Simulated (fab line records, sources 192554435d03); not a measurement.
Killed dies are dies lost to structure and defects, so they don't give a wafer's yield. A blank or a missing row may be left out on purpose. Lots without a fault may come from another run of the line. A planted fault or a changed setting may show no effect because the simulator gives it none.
Split-lot experiment | flow n5_finfet | 7 lots, 21 wafers read, on a route of 1938 steps

THE SPLIT
At N5_HKMG_FIN_EXPOSE_46 (exposes mask NDIPOLE), the setting dose_mj was moved away from the recipe's 40 on 9 of the 21 wafers read, by -4.5% to +7.0%. The other wafers ran this setting at the recipe's value.

FROM THE SPLIT TO THE READING: what the file shows between them, 2 steps
- N5_HKMG_FIN_PEB_47: peb time 60 s
- N5_HKMG_FIN_DEVELOP_48: develop time 30 s

THE READING
cd_nm, in nm, at N5_HKMG_FIN_CD_MEAS_49 (target cd 202 nm). Fault-free wafers of this fab line usually give 201.9 nm, standard deviation 0.58 nm.

wafer  | tool, chamber at the split | dose_mj as run | against the recipe | cd_nm, nm | against lot-mates on the recipe
L078.2 | arfi_scanner-01, 0         | 40             | recipe             | 201.6     | -
L078.3 | arfi_scanner-01, 0         | 41.43          | +3.6%              | 203.2     | +1.7
L078.4 | arfi_scanner-01, 0         | 40             | recipe             | 201.4     | -
L082.1 | arfi_scanner-02, 0         | 40             | recipe             | 201.9     | -
L082.4 | arfi_scanner-02, 0         | 40             | recipe             | 202.4     | -
L082.5 | arfi_scanner-02, 0         | 40             | recipe             | 201.1     | -
L085.3 | arfi_scanner-02, 0         | 40             | recipe             | 201.4     | -
L085.5 | arfi_scanner-02, 0         | 40             | recipe             | 201.1     | -
L085.6 | arfi_scanner-02, 0         | 40             | recipe             | 201.4     | -
L086.1 | arfi_scanner-03, 0         | 42.81          | +7.0%              | 206.0     | +3.9
L086.3 | arfi_scanner-03, 0         | 40             | recipe             | 202.1     | -
L086.4 | arfi_scanner-03, 0         | 40             | recipe             | 202.0     | -
L094.2 | arfi_scanner-02, 0         | 40             | recipe             | 202.1     | -
L094.4 | arfi_scanner-02, 0         | 38.18          | -4.5%              | 199.5     | -2.6
L094.5 | arfi_scanner-02, 0         | 38.18          | -4.5%              | 199.5     | -2.6
L095.1 | arfi_scanner-02, 0         | 42.05          | +5.1%              | 205.1     | no lot-mate on the recipe
L095.3 | arfi_scanner-02, 0         | 42.05          | +5.1%              | 205.2     | no lot-mate on the recipe
L095.6 | arfi_scanner-02, 0         | 42.05          | +5.1%              | 205.3     | no lot-mate on the recipe
L096.3 | arfi_scanner-03, 0         | 41.68          | +4.2%              | 204.6     | +2.1
L096.5 | arfi_scanner-03, 0         | 41.68          | +4.2%              | 205.8     | +3.3
L096.6 | arfi_scanner-03, 0         | 40             | recipe             | 202.5     | -

THE FIT
A straight line over all 21 wafers: cd_nm changes by +0.616 nm for each +1% of dose_mj; r = +0.96; the points scatter about the line by 0.55 nm.
The same after taking each lot's own level away (the mean of its wafers on the recipe; 18 wafers): +0.577 nm for each +1%; r = +0.98; scatter 0.35 nm.
On that fit, the largest move of dose_mj shifts the reading by 4.1 nm.
The lots' own levels span 201.30 to 202.50 nm, that is 2.1 times the standard deviation above.
So the lot-to-lot level changes the slope little: the two slopes agree.
Check: with one of the wafers moved furthest among these (+7.0%) left out of the fit, the line predicts +4.13 nm for it against its lot-mates. It came out at +3.95 nm against them.

OTHER SPLITS ON THESE WAFERS
These wafers also went through other splits before the reading. Each is held against what the fit with the lots' levels taken away leaves over:
other split on the same wafers                    | wafers away from the commonest value | r with cd_nm (lot level and that fit taken away)
N5_WELL_APT_COAT_02 spin_rpm                      | 4                                    | -0.14
N5_PMOS_HMC_CHANNEL_EPI_PEB_07 peb_time_s         | 5                                    | +0.06
N5_PMOS_HMC_CHANNEL_EPI_DEVELOP_08 develop_time_s | 6                                    | -0.45
N5_FIN_CUT_COAT_19 spin_rpm                       | 6                                    | -0.19
N5_DUMMY_GATE_HM_DEP_06 time_s                    | 15                                   | +0.12
N5_SD_EPI_N_PEB_07 peb_temp_c                     | 8                                    | -0.25
N5_SD_EPI_N_ETCH_45 target_depth_a                | 3                                    | -0.10

THE WHOLE CHAIN: every reading that the file lists as answering this split, in the file's order
step                   | what it does                                           | reading                                                                | change (the file's fit)               | r (the file's)
N5_HKMG_FIN_CD_MEAS_49 | target cd 202 nm                                       | cd_nm                                                                  | +0.569 nm for each +1% of the setting | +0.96
N5_HKMG_FIN_ETCH_54    | etches SiARC in CF4, target depth 45.5 nm, time 75.8 s | HKMG_FIN.cd_offset_nm (the simulator's own value, which no gauge read) | +0.641 nm for each +1% of the setting | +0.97

THE FILE'S OWN FIT
cd_nm changes by +0.569 nm for each +1% of dose_mj, r = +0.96.
